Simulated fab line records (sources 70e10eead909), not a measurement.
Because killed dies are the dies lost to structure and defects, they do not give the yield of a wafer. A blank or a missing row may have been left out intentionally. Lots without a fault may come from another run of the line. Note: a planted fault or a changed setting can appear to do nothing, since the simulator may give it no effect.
Matching of chambers | flow nand_harc | 4 sister chambers for NHARC_P_M1_CMP_23 on cmp-03
The step polishes, t overpolish 20 s, target thk 157.82 nm. 4 wafers are shown with their chamber, then 7 later ones without.

## WAFERS PAIRED WITH THEIR CHAMBERS
wafer  | chamber | motor_current_A (A)
L085.4 | 1       | 13.5
L089.1 | 3       | 12.2
L089.4 | 0       | 11.3
L093.3 | 2       | 12.7

## WAFERS MISSING THEIR CHAMBER
wafer  | motor_current_A (A)
L092.3 | 11.9
L092.4 | 12.6
L094.2 | 12.3
L094.3 | 11.1
L094.4 | 12.6
L095.3 | 12.2
L095.4 | 13.3

## WHICH CHAMBER EACH ONE RAN IN
wafer  | from the rows above     | in truth
L092.3 | can't be placed: 3 or 0 | 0
L092.4 | can't be placed: 2 or 3 | 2
L094.2 | can't be placed: 3 or 2 | 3
L094.3 | 0                       | 0
L094.4 | can't be placed: 2 or 3 | 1
L095.3 | 3                       | 3
L095.4 | 1                       | 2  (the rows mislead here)
Correctly placed: 2 of 7. Can't be placed from these rows: 4 (the true chamber is among the candidates in 3). Wrongly placed: 1.
How it was worked out, from the rows above alone: a wafer's distance from a chamber is the root of the sum, over the readings, of the square of ((its reading less the chamber's mean) divided by the reading's scatter). The wafer belongs to the nearest chamber; if the next one is less than 2 further off, it can't be placed. The mean given for a chamber averages the wafers shown for that chamber. The scatter: root of mean squared gap, hidden wafer to nearest shown wafer, with one shown wafer a chamber.
